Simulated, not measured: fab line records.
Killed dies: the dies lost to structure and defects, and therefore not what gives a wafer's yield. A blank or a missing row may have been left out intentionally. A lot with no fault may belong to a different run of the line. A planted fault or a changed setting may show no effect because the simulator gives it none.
fab line records -- flow n5-finfet
[record] lots = 10, wafers = 30, last-day = 18
route steps=1938 shown TV_LITHO@1886 PAD_METAL@1895 PASSIVATION@1908
lots untouched by any fault: they come from a run of this same line in which no faults occurred
start-h: hours from the record's opening day to when the first of the lot's shown wafers began -- wait-h: time in hours since the lot's previous step -- " same as the row above -- L1.1+2: one row covering several wafers at once -- - value missing, or start not given -- * or withheld: withheld -- < > ~ a bound
route shown NAME@n: names a module that has steps shown in the file, with the first one's number in the route -- usual: average and standard deviation across the fault-free wafers -- same: alike in all rows -- chamber/n: place in a boat -- sites: readings site by site -- _std_site: how widely they spread, as a standard deviation -- _edge_site: the outer-site mean with the inner-site mean subtracted -- radius-mm: for every site, how far away it sits from the centre of the wafer -- mask NAME#n: copy n -- behind: the tool/chamber that last shaped the wafer -- hold: cause of the lot's hold/its duration in hours/its outcome -- device: names the non-switching transistor (n, p or np) -- end of line: at the end of the route, the tests of the same wafers -- where a step has no rows: the recipe by itself -- killed: not the wafer's yield, but the dies lost to structure and defects at the first sort -- map: dies across one wafer; x = killed, . = not, _ = none there
set.NAME: the setting that was run; set.NAME@STEP: the one run at that earlier step -- model.NAME: the simulator's own value behind a step, which no gauge read
the route's steps for a sample of lots (tables are steps, rows are wafers)
services: a tool's chamber out of use, with start hour (start-h, from the record's first day; less than 0 if before it), hours out, and reason
[[steps]]
[step N5_PASSIVATION_DESCUM_12]
[recipe] chemistry = O2, time-s = 7.9, source-power-w = 50, bias-power-w = 20, pressure-mtorr = 20, rf-frequency-hz = 2.712e+07, temp-c = 40, o2-flow-sccm = 225
[usual] drypump-motor-current-A = 5.9/0.73, oes-product-au = 0.76/0.064, rf-vpp-V = 242.7/1.3, showerhead-plenum-p-Torr = 2.08/0.06, throttle-valve-pct = 20.35/0.18
lot.wafer,tool,chamber,start-h,wait-h,drypump-motor-current-A,oes-product-au,rf-hours-counter-h,rf-vpp-V,showerhead-plenum-p-Torr,throttle-valve-pct
L376.3,rie-diel-04,1,278.33,0.0,4.7,0.73,186,244.9,2.17,20.34
L376.4,rie-diel-04,0,278.33,0.0,5.3,0.71,216,242.6,2.16,20.39
L376.6,rie-diel-04,0,278.33,0.0,5.4,0.72,-,242.8,2.16,20.38
L378.1,rie-diel-04,0,302.21,0.1,5.4,0.70,222,243.4,2.16,20.39
L378.2,rie-diel-04,1,302.21,0.1,4.7,0.72,193,244.0,2.17,20.34
L378.4,rie-diel-04,3,302.21,0.1,6.8,0.80,97,242.3,2.03,20.40
L380.2,rie-diel-04,0,312.64,0.1,5.4,0.70,224,243.0,2.16,20.40
L380.4,rie-diel-04,3,312.64,0.1,6.8,0.80,99,241.4,2.03,20.39
L380.6,rie-diel-04,2,312.64,0.1,6.5,0.83,-,244.1,2.06,20.28
L383.3,rie-diel-01,0,366.17,0.0,5.6,0.76,171,242.9,2.10,20.59
L383.5,rie-diel-01,3,366.17,0.0,6.4,0.80,-,241.3,2.03,20.42
L383.6,rie-diel-01,0,366.17,0.0,5.6,0.75,-,242.4,2.10,20.61
L386.3,rie-diel-04,0,366.90,0.0,5.4,0.70,237,243.9,2.16,20.42
L386.4,rie-diel-04,3,366.90,0.0,6.8,0.79,113,240.9,2.02,20.41
L386.6,rie-diel-04,0,366.90,0.0,5.3,0.70,-,243.8,2.16,20.43
L388.4,rie-diel-03,1,381.79,0.3,5.3,0.78,-,242.4,2.11,20.00
L388.5,rie-diel-03,0,381.79,0.3,6.4,0.75,-,242.8,2.08,20.28
L388.6,rie-diel-03,2,381.79,0.3,6.6,0.70,-,241.7,1.99,20.67
L393.1,rie-diel-04,2,397.77,0.2,6.5,0.79,84,243.3,2.05,20.33
L393.4,rie-diel-04,0,397.77,0.2,5.4,0.68,248,242.9,2.15,20.45
L393.6,rie-diel-04,3,397.77,0.2,6.8,0.78,-,242.7,2.02,20.43
L389.1,rie-diel-01,2,403.33,1.5,5.2,0.67,229,242.2,2.05,20.12
L389.3,rie-diel-01,3,403.33,1.5,6.5,0.79,99,242.4,2.03,20.43
L389.5,rie-diel-01,3,403.33,1.5,6.4,0.79,-,242.0,2.03,20.43
L395.2,rie-diel-01,3,413.14,0.8,6.4,0.79,102,242.4,2.03,20.44
L395.4,rie-diel-01,2,413.14,0.8,5.2,0.66,232,243.4,2.05,20.11
L395.6,rie-diel-01,1,413.14,0.8,4.9,0.93,-,245.0,2.23,20.17
L396.1,rie-diel-03,2,426.40,0.3,6.6,0.71,248,241.4,1.99,20.69
L396.5,rie-diel-03,0,426.40,0.3,6.4,0.74,-,242.5,2.08,20.31
L396.6,rie-diel-03,1,426.40,0.3,5.4,0.77,-,242.8,2.10,20.01
[step N5_PASSIVATION_SPUTTER_20]
[recipe] material = TaN, target-thk-a = 500, temp-c = 25, chamber-pressure-pa = 0.4
[usual] throttle-valve-pct = 30.0/1.1
lot.wafer,tool,chamber,start-h,wait-h,throttle-valve-pct
L376.3,pvd-sputter-03,-,279.34,0.0,31.3
L376.4,pvd-sputter-03,-,279.34,0.0,30.2
L376.6,pvd-sputter-03,-,279.34,0.0,30.0
L378.1,pvd-sputter-03,-,303.75,0.0,30.2
L378.2,pvd-sputter-03,-,303.75,0.0,31.5
L378.4,pvd-sputter-03,-,303.75,0.0,28.6
L380.2,pvd-sputter-02,-,313.59,0.0,31.7
L380.4,pvd-sputter-02,-,313.59,0.0,30.0
L380.6,pvd-sputter-02,-,313.59,0.0,30.0
L383.3,pvd-sputter-02,-,367.00,0.0,29.7
L383.5,pvd-sputter-02,-,367.00,0.0,28.4
L383.6,pvd-sputter-02,-,367.00,0.0,30.0
L386.3,pvd-sputter-02,-,367.62,0.0,30.1
L386.4,pvd-sputter-02,-,367.62,0.0,29.8
L386.6,pvd-sputter-02,-,367.62,0.0,28.4
L388.4,pvd-sputter-02,-,383.19,0.0,29.6
L388.5,pvd-sputter-02,-,383.19,0.0,28.1
L388.6,pvd-sputter-02,-,383.19,0.0,29.9
L393.1,pvd-sputter-01,-,398.81,0.0,31.8
L393.4,pvd-sputter-01,-,398.81,0.0,30.1
L393.6,pvd-sputter-01,-,398.81,0.0,30.3
L389.1,pvd-sputter-01,-,404.27,0.0,30.1
L389.3,pvd-sputter-01,-,404.27,0.0,29.9
L389.5,pvd-sputter-01,-,404.27,0.0,31.9
L395.2,pvd-sputter-02,-,413.83,0.0,31.9
L395.4,pvd-sputter-02,-,413.83,0.0,30.1
L395.6,pvd-sputter-02,-,413.83,0.0,28.4
L396.1,pvd-sputter-02,-,428.95,0.0,28.4
L396.5,pvd-sputter-02,-,428.95,0.0,29.8
L396.6,pvd-sputter-02,-,428.95,0.0,28.2
[step N5_PASSIVATION_DESCUM_32]
[recipe] chemistry = O2, time-s = 7.9, source-power-w = 50, bias-power-w = 20, pressure-mtorr = 20, rf-frequency-hz = 2.712e+07, temp-c = 40, o2-flow-sccm = 225
[usual] drypump-motor-current-A = 5.7/0.59, oes-product-au = 0.80/0.11, rf-vpp-V = 243.3/1.6, showerhead-plenum-p-Torr = 2.10/0.081, throttle-valve-pct = 20.45/0.26
lot.wafer,tool,chamber,start-h,wait-h,drypump-motor-current-A,oes-product-au,rf-hours-counter-h,rf-vpp-V,showerhead-plenum-p-Torr,throttle-valve-pct
L376.3,rie-diel-06,0,280.13,0.0,5.8,0.68,247,242.0,1.96,20.62
L376.4,rie-diel-06,2,280.13,0.0,4.9,0.67,243,245.2,2.14,20.88
L376.6,rie-diel-06,1,280.13,0.0,5.5,0.68,-,241.1,1.99,20.97
L378.1,rie-diel-06,1,304.85,0.3,5.5,0.67,232,242.5,1.98,20.96
L378.2,rie-diel-06,0,304.85,0.3,5.8,0.97,0,244.5,2.22,20.34
L378.4,rie-diel-06,3,304.85,0.3,5.0,0.69,-,241.0,2.00,20.14
L380.2,rie-diel-05,0,314.26,0.0,6.4,0.78,141,244.2,2.08,20.37
L380.4,rie-diel-05,3,314.26,0.0,5.4,0.80,91,241.5,2.03,20.38
L380.6,rie-diel-05,1,314.26,0.0,6.7,0.73,-,242.6,2.10,20.16
L383.3,rie-diel-05,0,368.01,0.2,6.4,0.75,161,242.2,2.07,20.41
L383.5,rie-diel-05,2,368.01,0.2,6.3,0.97,-,243.3,2.06,20.44
L383.6,rie-diel-05,3,368.01,0.2,5.5,0.78,-,240.7,2.02,20.42
L386.3,rie-diel-05,2,368.28,0.0,6.2,0.98,3,242.3,2.06,20.46
L386.4,rie-diel-05,1,368.28,0.0,6.7,0.70,179,243.2,2.09,20.19
L386.6,rie-diel-05,2,368.28,0.0,6.2,0.98,-,243.0,2.06,20.45
L388.4,rie-diel-06,0,383.85,0.0,5.8,0.88,30,245.9,2.20,20.38
L388.5,rie-diel-06,3,383.85,0.0,5.0,0.68,-,242.7,1.99,20.18
L388.6,rie-diel-06,2,383.85,0.0,4.9,0.91,-,243.1,2.13,20.41
L393.1,rie-diel-02,1,399.59,0.0,6.7,0.74,158,244.8,2.17,20.17
L393.4,rie-diel-02,0,399.59,0.0,5.7,0.72,222,242.8,2.07,20.62
L393.6,rie-diel-02,1,399.59,0.0,6.7,0.75,-,244.9,2.17,20.18
L389.1,rie-diel-06,3,405.05,0.0,5.0,0.99,0,244.8,2.25,19.89
L389.3,rie-diel-06,1,405.05,0.0,5.5,0.95,13,245.9,2.23,20.60
L389.5,rie-diel-06,2,405.05,0.0,4.9,0.89,-,243.1,2.12,20.44
L395.2,rie-diel-05,2,414.61,0.0,6.2,0.93,17,242.3,2.05,20.46
L395.4,rie-diel-05,3,414.61,0.0,5.4,0.78,127,242.3,2.02,20.43
L395.6,rie-diel-05,0,414.61,0.0,6.4,0.75,-,244.0,2.07,20.41
L396.1,rie-diel-06,3,429.61,0.0,5.0,0.94,9,245.1,2.25,19.92
L396.5,rie-diel-06,1,429.61,0.0,5.5,0.91,-,245.7,2.23,20.61
L396.6,rie-diel-06,2,429.61,0.0,4.9,0.87,-,243.7,2.12,20.45
[step N5_PASSIVATION_STRIP_34]
[recipe] chemistry = O2, power-w = 600, temp-c = 60, pressure-mtorr = 30, rf-frequency-hz = 6e+07, bias-power-w = 0, overash-fraction = 2, o2-flow-sccm = 225
[usual] bias-power-w = 0/0, chamber-pressure-mTorr = 30.00/0.083, drypump-motor-current-A = 5.9/0.57, oes-product-au = 0.77/0.089, rf-vpp-V = 3.5/1.5, showerhead-plenum-p-Torr = 2.10/0.067, throttle-valve-pct = 16.70/0.22
lot.wafer,tool,chamber,start-h,wait-h,bias-power-w,chamber-pressure-mTorr,drypump-motor-current-A,oes-product-au,rf-hours-counter-h,rf-vpp-V,showerhead-plenum-p-Torr,throttle-valve-pct
L376.3,rie-diel-06,1,280.73,0.1,0,30.00,5.4,0.68,223,4.1,1.99,17.16
L376.4,rie-diel-06,3,280.73,0.1,0,30.04,5.0,0.69,208,3.2,2.01,16.50
L376.6,rie-diel-06,2,280.73,0.1,0,29.90,4.9,0.67,-,3.2,2.14,17.16
L378.1,rie-diel-05,2,305.46,0.1,0,29.83,6.2,0.67,237,3.3,2.07,17.11
L378.2,rie-diel-05,0,305.46,0.1,0,30.12,6.5,0.79,137,5.0,2.09,16.67
L378.4,rie-diel-05,1,305.46,0.1,0,29.97,6.6,0.74,155,5.3,2.10,16.38
L380.2,rie-diel-06,0,314.86,0.1,0,30.16,5.8,0.94,4,1.7,2.22,16.57
L380.4,rie-diel-06,3,314.86,0.1,0,30.13,5.0,0.68,-,3.2,2.00,16.51
L380.6,rie-diel-06,0,314.86,0.1,0,30.03,5.8,0.94,-,4.9,2.22,16.58
L383.3,rie-diel-05,0,368.62,0.1,0,29.99,6.4,0.77,161,2.8,2.08,16.66
L383.5,rie-diel-05,3,368.62,0.1,0,30.16,5.5,0.79,-,3.3,2.03,16.63
L383.6,rie-diel-05,0,368.62,0.1,0,30.09,6.4,0.76,-,4.0,2.08,16.68
L386.3,rie-diel-06,2,368.88,0.1,-,-,-,-,-,-,-,-
L386.4,rie-diel-06,2,368.88,0.1,-,-,-,-,-,-,-,-
L386.6,rie-diel-06,0,368.88,0.1,-,-,-,-,-,-,-,-
L388.4,rie-diel-05,0,384.46,0.1,-,-,-,-,-,-,-,-
L388.5,rie-diel-05,2,384.46,0.1,-,-,-,-,-,-,-,-
L388.6,rie-diel-05,1,384.46,0.1,-,-,-,-,-,-,-,-
L393.1,rie-diel-06,0,400.20,0.1,0,30.01,5.7,0.88,38,3.2,2.21,16.65
L393.4,rie-diel-06,2,400.20,0.1,0,30.05,4.9,0.91,-,2.3,2.13,16.63
L393.6,rie-diel-06,0,400.20,0.1,0,29.82,5.8,0.88,-,2.8,2.21,16.60
L389.1,rie-diel-05,0,405.66,0.1,0,30.01,6.4,0.76,173,4.2,2.07,16.71
L389.3,rie-diel-05,1,405.66,0.1,0,30.09,6.6,0.70,190,4.0,2.09,16.51
L389.5,rie-diel-05,2,405.66,0.1,0,29.94,6.3,0.94,-,5.7,2.06,16.63
L395.2,rie-diel-02,0,415.23,0.1,0,29.94,5.7,0.73,222,5.9,2.07,16.94
L395.4,rie-diel-02,2,415.23,0.1,0,30.10,6.0,0.72,196,3.1,2.07,16.81
L395.6,rie-diel-02,0,415.23,0.1,0,30.11,5.7,0.74,-,2.4,2.07,16.84
L396.1,rie-diel-02,0,430.21,0.1,0,29.84,5.6,0.72,228,2.1,2.07,16.90
L396.5,rie-diel-02,2,430.21,0.1,0,30.00,6.1,0.71,-,2.3,2.07,16.79
L396.6,rie-diel-02,1,430.21,0.1,0,29.97,6.7,0.73,-,2.7,2.17,16.49
[step N5_PASSIVATION_PROBE_49]
[usual] defect-limited-yield = 91.4/1.5, killed_at_M0_to_M3 = 33/11, killed_at_M4_up = 14/5.3, killed-at-contacts = 13/6.2, killed-at-front-end = 39/13, killed-at-other = 3.1/2.8, killed-dies = 102/17, killed-on-rim = 13/3.8, killed-open = 68/13, killed-short = 32/7.8, sort_bin_5_function = 5.1/0.95, sort_bin_6_memory = 3.2/0.7, sort_bin_8_speed = 0.02/0.16, sort-n-pass = 1078/18, sort-yield-pct = 91.3/1.5
[same] gross-dies = 1180, killed-at-back-side = 0, sort_bin_4_leakage[%] = 0
lot.wafer,tool,chamber,start-h,wait-h,defect-limited-yield[%],killed_at_M0_to_M3,killed_at_M4_up,killed-at-contacts,killed-at-front-end,killed-at-other,killed-dies,killed-on-rim,killed-open,killed-short,sort_bin_5_function[%],sort_bin_6_memory[%],sort_bin_8_speed[%],sort-n-pass,sort-yield-pct[%]
L376.3,prober-02,-,285.12,0.1,90.8,37,31,6,34,1,109,13,83,26,5.6,3.6,0,1071,90.8
L376.4,prober-02,-,285.17,0.2,91.1,27,22,13,43,0,105,18,77,24,4.4,3.9,0.17,1073,90.9
L376.6,prober-02,-,285.27,0.3,88.4,30,37,26,44,0,137,21,96,40,7.0,4.2,0.08,1042,88.3
L378.1,prober-01,-,309.99,0.0,91.4,32,10,15,43,1,101,8,81,20,4.9,3.6,0,1079,91.4
L378.2,prober-01,-,310.04,0.1,91.6,32,12,18,37,0,99,15,72,27,5.5,2.7,0,1081,91.6
L378.4,prober-01,-,310.14,0.2,90.9,42,20,9,35,1,107,16,69,38,5.3,3.2,0,1073,90.9
L380.2,prober-01,-,319.40,0.1,92.8,20,14,7,43,1,85,11,58,27,3.6,3.6,0,1095,92.8
L380.4,prober-01,-,319.50,0.2,91.8,29,11,17,39,1,97,15,69,28,5.2,2.6,0,1083,91.8
L380.6,prober-01,-,319.60,0.3,92.5,34,16,9,28,1,88,13,55,33,3.9,3.2,0,1092,92.5
L383.3,prober-02,-,372.97,0.1,90.9,25,11,20,38,13,107,11,71,35,4.9,3.8,0,1073,90.9
L383.5,prober-02,-,373.07,0.2,90.6,29,29,11,33,9,111,16,77,34,5.6,3.4,0,1069,90.6
L383.6,prober-02,-,373.12,0.3,92.2,35,15,14,25,3,92,8,68,24,5.7,2.1,0,1088,92.2
L386.3,prober-01,-,373.16,0.1,90.3,27,14,15,58,0,114,11,86,28,6.3,3.1,0,1066,90.3
L386.4,prober-01,-,373.21,0.2,90.8,28,15,15,49,1,108,11,79,28,5.3,3.5,0,1072,90.8
L386.6,prober-01,-,373.31,0.3,91.3,22,5,21,44,11,103,13,70,32,5.3,3.2,0,1077,91.3
L388.4,prober-02,-,388.78,0.2,89.8,29,8,20,53,10,120,16,75,42,5.4,4.4,0,1060,89.8
L388.5,prober-02,-,388.83,0.2,92.1,25,11,18,36,3,93,14,53,40,4.7,3.0,0,1087,92.1
L388.6,prober-02,-,388.88,0.3,90.3,38,12,16,47,1,114,15,77,37,5.7,3.6,0,1066,90.3
L393.1,prober-01,-,404.50,0.0,92.5,44,9,9,26,1,89,13,65,24,4.4,3.0,0,1091,92.5
L393.4,prober-01,-,404.65,0.2,90.3,36,20,19,37,3,115,16,73,42,5.9,3.5,0,1065,90.3
L393.6,prober-01,-,404.75,0.3,95.0,20,10,12,16,1,59,6,35,24,2.6,2.3,0,1121,95.0
L389.1,prober-01,-,409.83,0.0,91.4,26,17,19,34,5,101,11,70,31,5.1,3.4,0,1079,91.4
L389.3,prober-01,-,409.93,0.1,92.4,40,8,23,17,2,90,12,67,23,4.6,2.9,0,1090,92.4
L389.5,prober-01,-,410.03,0.2,92.1,33,16,16,25,3,93,18,58,35,3.9,3.4,0,1087,92.1
L395.2,prober-02,-,419.96,0.1,92.1,34,7,11,41,0,93,8,66,27,4.7,3.1,0,1087,92.1
L395.4,prober-02,-,420.06,0.2,91.8,37,18,10,32,0,97,15,70,25,4.6,3.3,0,1083,91.8
L395.6,prober-02,-,420.16,0.3,92.5,37,12,9,29,2,89,11,62,26,4.6,2.9,0,1091,92.5
L396.1,prober-02,-,434.71,0.1,91.3,27,10,23,39,4,103,15,74,29,4.7,3.8,0,1077,91.3
L396.5,prober-02,-,434.91,0.3,92.9,16,26,9,33,0,84,10,60,23,4.0,2.7,0,1096,92.9
L396.6,prober-02,-,434.96,0.4,89.2,16,22,30,55,4,127,17,93,32,7.2,3.1,0,1053,89.2
// killed by level:class
L376.3 BEOL_M4:geometric-particle:open=17 STI_FIN_REVEAL:geometric-particle:open=9 BEOL_M3:geometric-particle:open=9 DUMMY_GATE:geometric-particle:open=8 BEOL_M0_SAQP:geometric-particle:open=7 BEOL_M2:geometric-particle:open=6 BEOL_M1:geometric-particle:open=5 FIN_SAQP:geometric-particle:open=4
L376.4 STI_FIN_REVEAL:geometric-particle:open=11 MOL_CONTACT_COAG:geometric-particle:open=11 BEOL_M2:geometric-particle:open=10 BEOL_M3:geometric-particle:open=10 FIN_SAQP:geometric-particle:open=9 BEOL_M4:geometric-particle:open=8 FIN_SAQP:geometric-particle:short=5 DUMMY_GATE:geometric-particle:open=4
L376.6 MOL_CONTACT_COAG:geometric-particle:open=21 BEOL_M4:geometric-particle:open=13 FIN_SAQP:geometric-particle:open=12 STI_FIN_REVEAL:geometric-particle:open=11 FIN_SAQP:geometric-particle:short=9 BEOL_M3:geometric-particle:open=9 BEOL_M0_SAQP:geometric-particle:short=7 BEOL_M4:geometric-particle:short=6
L378.1 MOL_CONTACT_COAG:geometric-particle:open=13 BEOL_M3:geometric-particle:open=12 FIN_SAQP:geometric-particle:open=10 STI_FIN_REVEAL:geometric-particle:open=8 BEOL_M0_SAQP:geometric-particle:open=8 BEOL_M1:geometric-particle:open=7 STARTING-WAFER:geometric-particle:open=6 FIN_SAQP:geometric-particle:short=5
L378.2 MOL_CONTACT_COAG:geometric-particle:open=16 STI_FIN_REVEAL:geometric-particle:open=10 FIN_SAQP:geometric-particle:short=9 FIN_SAQP:geometric-particle:open=8 BEOL_M3:geometric-particle:open=7 BEOL_M0:geometric-particle:open=6 BEOL_M2:geometric-particle:open=6 BEOL_M1:geometric-particle:open=5
L378.4 BEOL_M0_SAQP:geometric-particle:short=12 MOL_CONTACT_COAG:geometric-particle:open=8 BEOL_M2:geometric-particle:open=7 BEOL_M4:geometric-particle:open=7 BEOL_M3:geometric-particle:open=6 BEOL_M0_SAQP:geometric-particle:open=6 FIN_SAQP:geometric-particle:short=5 BEOL_M1:geometric-particle:open=5
L380.2 FIN_SAQP:geometric-particle:open=12 FIN_SAQP:geometric-particle:short=10 BEOL_M4:geometric-particle:open=9 STI_FIN_REVEAL:geometric-particle:open=6 BEOL_M1:geometric-particle:open=6 MOL_CONTACT_COAG:geometric-particle:open=5 STARTING-WAFER:geometric-particle:open=5 BEOL_M0_SAQP:geometric-particle:short=4
L380.4 FIN_SAQP:geometric-particle:open=15 MOL_CONTACT_COAG:geometric-particle:open=14 STI_FIN_REVEAL:geometric-particle:open=8 BEOL_M4:geometric-particle:open=8 FIN_SAQP:geometric-particle:short=6 BEOL_M0_SAQP:geometric-particle:open=6 BEOL_M0_SAQP:geometric-particle:short=6 BEOL_M1:geometric-particle:open=6
L380.6 BEOL_M0_SAQP:geometric-particle:short=14 BEOL_M0_SAQP:geometric-particle:open=10 STI_FIN_REVEAL:geometric-particle:open=8 MOL_CONTACT_COAG:geometric-particle:open=7 FIN_SAQP:geometric-particle:open=4 BEOL_M1:geometric-particle:open=4 BEOL_M2:geometric-particle:open=4 FIN_SAQP:geometric-particle:short=3
L383.3 MOL_CONTACT_COAG:geometric-particle:open=15 FIN_SAQP:geometric-particle:open=9 FIN_SAQP:geometric-particle:short=6 BEOL_M0_SAQP:geometric-particle:open=6 BEOL_M3:geometric-particle:open=6 STI_FIN_REVEAL:geometric-particle:open=5 DUMMY_GATE:geometric-particle:open=5 BEOL_M0_SAQP:geometric-particle:short=5
L383.5 BEOL_M4:geometric-particle:open=15 STI_FIN_REVEAL:geometric-particle:open=10 MOL_CONTACT_COAG:geometric-particle:open=8 BEOL_M2:geometric-particle:open=7 BEOL_M0_SAQP:geometric-particle:short=5 BEOL_M3:geometric-particle:open=5 BEOL_M0_SAQP:geometric-particle:open=4 BEOL_M5:geometric-particle:open=4
L383.6 BEOL_M3:geometric-particle:open=16 MOL_CONTACT_COAG:geometric-particle:open=12 BEOL_M4:geometric-particle:open=7 BEOL_M0_SAQP:geometric-particle:short=5 BEOL_M2:geometric-particle:open=5 STI_FIN_REVEAL:geometric-particle:open=4 DUMMY_GATE:geometric-particle:open=4 BEOL_M0:geometric-particle:open=4
L386.3 STI_FIN_REVEAL:geometric-particle:open=20 BEOL_M2:geometric-particle:open=14 MOL_CONTACT_COAG:geometric-particle:open=11 FIN_SAQP:geometric-particle:open=9 FIN_SAQP:geometric-particle:short=7 DUMMY_GATE:geometric-particle:open=7 MOL_CONTACT_COAG:geometric-particle:short=4 BEOL_M0_SAQP:geometric-particle:open=4
L386.4 STI_FIN_REVEAL:geometric-particle:open=18 MOL_CONTACT_COAG:geometric-particle:open=12 BEOL_M1:geometric-particle:open=9 FIN_SAQP:geometric-particle:open=8 FIN_SAQP:geometric-particle:short=6 BEOL_M2:geometric-particle:open=6 BEOL_M4:geometric-particle:open=6 BEOL_M0_SAQP:geometric-particle:short=5
L386.6 MOL_CONTACT_COAG:geometric-particle:open=17 STI_FIN_REVEAL:geometric-particle:open=16 BEOL_M0_SAQP:geometric-particle:short=5 BEOL_M3:geometric-particle:open=5 FIN_SAQP:geometric-particle:open=4 FIN_SAQP:geometric-particle:short=4 STI_FIN_REVEAL:geometric-particle:short=4 GATE_CUT:geometric-particle:open=4
L388.4 MOL_CONTACT_COAG:geometric-particle:open=18 STI_FIN_REVEAL:geometric-particle:open=14 FIN_SAQP:geometric-particle:short=11 BEOL_M2:geometric-particle:open=9 FIN_SAQP:geometric-particle:open=7 BEOL_M0_SAQP:geometric-particle:short=6 GATE_CUT:geometric-particle:short=5 STARTING-WAFER:geometric-particle:short=5
L388.5 MOL_CONTACT_COAG:geometric-particle:open=15 BEOL_M2:geometric-particle:open=10 FIN_SAQP:geometric-particle:short=9 FIN_SAQP:geometric-particle:open=7 GATE_CUT:geometric-particle:short=7 BEOL_M4:geometric-particle:short=5 BEOL_M0_SAQP:geometric-particle:short=4 MOL_CONTACT_COAG:geometric-particle:short=3
L388.6 MOL_CONTACT_COAG:geometric-particle:open=13 DUMMY_GATE:geometric-particle:open=10 BEOL_M4:geometric-particle:open=10 BEOL_M0_SAQP:geometric-particle:short=10 BEOL_M2:geometric-particle:open=9 FIN_SAQP:geometric-particle:short=8 FIN_SAQP:geometric-particle:open=7 BEOL_M0_SAQP:geometric-particle:open=7
L393.1 BEOL_M0_SAQP:geometric-particle:open=19 BEOL_M0_SAQP:geometric-particle:short=11 MOL_CONTACT_COAG:geometric-particle:open=8 FIN_SAQP:geometric-particle:open=5 DUMMY_GATE:geometric-particle:open=4 BEOL_M2:geometric-particle:open=4 BEOL_M3:geometric-particle:open=4 STARTING-WAFER:geometric-particle:open=4
L393.4 BEOL_M0_SAQP:geometric-particle:short=16 MOL_CONTACT_COAG:geometric-particle:open=15 BEOL_M0_SAQP:geometric-particle:open=13 BEOL_M4:geometric-particle:open=9 FIN_SAQP:geometric-particle:short=7 STI_FIN_REVEAL:geometric-particle:open=7 FIN_SAQP:geometric-particle:open=6 STARTING-WAFER:geometric-particle:open=5
L393.6 MOL_CONTACT_COAG:geometric-particle:open=10 BEOL_M0_SAQP:geometric-particle:open=8 BEOL_M0_SAQP:geometric-particle:short=7 BEOL_M2:geometric-particle:short=4 BEOL_M6:geometric-particle:open=4 FIN_SAQP:geometric-particle:short=3 FIN_SAQP:geometric-particle:open=3 STARTING-WAFER:geometric-particle:short=3
L389.1 MOL_CONTACT_COAG:geometric-particle:open=18 BEOL_M4:geometric-particle:open=10 STI_FIN_REVEAL:geometric-particle:open=8 BEOL_M2:geometric-particle:open=7 BEOL_M0_SAQP:geometric-particle:short=6 FIN_SAQP:geometric-particle:open=5 FIN_SAQP:geometric-particle:short=5 DUMMY_GATE:geometric-particle:open=5
L389.3 MOL_CONTACT_COAG:geometric-particle:open=19 BEOL_M1:geometric-particle:open=10 BEOL_M0_SAQP:geometric-particle:open=9 BEOL_M2:geometric-particle:open=6 BEOL_M3:geometric-particle:open=5 MOL_CONTACT_COAG:geometric-particle:short=4 BEOL_M3:geometric-particle:short=4 FIN_SAQP:geometric-particle:short=3
L389.5 MOL_CONTACT_COAG:geometric-particle:open=12 BEOL_M0_SAQP:geometric-particle:short=11 STI_FIN_REVEAL:geometric-particle:open=6 BEOL_M8:geometric-particle:open=6 BEOL_M0_SAQP:geometric-particle:open=5 BEOL_M3:geometric-particle:open=5 FIN_SAQP:geometric-particle:open=4 MOL_CONTACT_COAG:geometric-particle:short=4
L395.2 FIN_SAQP:geometric-particle:open=21 BEOL_M3:geometric-particle:open=13 MOL_CONTACT_COAG:geometric-particle:open=8 FIN_SAQP:geometric-particle:short=7 BEOL_M0_SAQP:geometric-particle:open=5 BEOL_M0_SAQP:geometric-particle:short=5 BEOL_M1:geometric-particle:open=5 DUMMY_GATE:geometric-particle:open=4
L395.4 MOL_CONTACT_COAG:geometric-particle:open=10 BEOL_M0_SAQP:geometric-particle:open=10 BEOL_M1:geometric-particle:open=8 STARTING-WAFER:geometric-particle:open=8 BEOL_M0_SAQP:geometric-particle:short=6 BEOL_M4:geometric-particle:open=6 STI_FIN_REVEAL:geometric-particle:open=5 BEOL_M3:geometric-particle:open=5
L395.6 BEOL_M1:geometric-particle:open=9 BEOL_M3:geometric-particle:open=9 MOL_CONTACT_COAG:geometric-particle:open=8 BEOL_M5:geometric-particle:open=7 BEOL_M0_SAQP:geometric-particle:open=6 BEOL_M0_SAQP:geometric-particle:short=6 FIN_SAQP:geometric-particle:open=5 DUMMY_GATE:geometric-particle:short=4
L396.1 MOL_CONTACT_COAG:geometric-particle:open=19 BEOL_M1:geometric-particle:open=12 FIN_SAQP:geometric-particle:open=6 GATE_CUT:geometric-particle:short=6 STI_FIN_REVEAL:geometric-particle:open=5 ILD0:geometric-particle:open=5 GATE_CUT:geometric-particle:open=4 MOL_CONTACT_COAG:geometric-particle:short=4
L396.5 BEOL_M5:geometric-particle:open=11 STI_FIN_REVEAL:geometric-particle:open=9 FIN_SAQP:geometric-particle:open=6 MOL_CONTACT_COAG:geometric-particle:open=6 BEOL_M4:geometric-particle:open=5 BEOL_M2:geometric-particle:open=4 ILD0:geometric-particle:open=4 GATE_CUT:geometric-particle:open=4
L396.6 MOL_CONTACT_COAG:geometric-particle:open=22 STI_FIN_REVEAL:geometric-particle:open=19 FIN_SAQP:geometric-particle:open=9 MOL_CONTACT_COAG:geometric-particle:short=8 BEOL_M1:geometric-particle:open=8 BEOL_M5:geometric-particle:open=7 BEOL_M4:geometric-particle:open=6 STI_FIN_REVEAL:geometric-particle:short=5
[[services]]
tool,chamber,start-h,hours,kind
rie-diel-05,-,260.09,1.4,repair
rie-diel-06,0,287.51,-,clean
rie-diel-06,0,287.51,-,consumable-replace:focus-ring
rie-diel-06,0,287.51,-,consumable-replace:showerhead
rie-diel-06,0,287.51,16.2,scheduled-down
rie-diel-06,0,287.51,16.2,vent-cycle
rie-diel-03,1,292.57,11.4,repair
rie-diel-02,0,294.09,10.7,repair
rie-diel-06,2,303.85,-,clean
rie-diel-06,2,303.85,-,consumable-replace:focus-ring
rie-diel-06,2,303.85,30.6,scheduled-down
rie-diel-06,2,303.85,30.6,vent-cycle
rie-diel-06,1,306.01,2.9,repair
rie-diel-04,-,307.34,1.1,repair
rie-diel-03,3,329.30,4.3,repair
rie-diel-04,3,332.64,7.5,repair
rie-diel-04,0,334.08,6.7,repair
rie-diel-03,3,348.00,1.3,repair
rie-diel-01,3,380.65,7.9,repair
rie-diel-05,2,387.56,4.7,repair
rie-diel-03,-,390.96,14.6,pm
pvd-sputter-03,-,393.82,0.9,repair
rie-diel-02,0,399.87,14.4,repair
rie-diel-01,2,399.94,1.9,repair
[[key]]
[first-sign] step = N5_PASSIVATION_STRIP_34, reading = tool-record, direction = missing
effect none on later readings
met-at N5_PASSIVATION_STRIP_34
struck-lots L386,L388
not-acting-at N5_PASSIVATION_DESCUM_12,N5_PASSIVATION_SPUTTER_20,N5_PASSIVATION_DESCUM_32
onset-between 368.62 368.88
[fault] kind = skipped-step-whole, tool = rie-diel-05,rie-diel-06, chamber = -, onset-h = 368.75, steps = N5_PASSIVATION_STRIP_34, scope = struck-lots-only
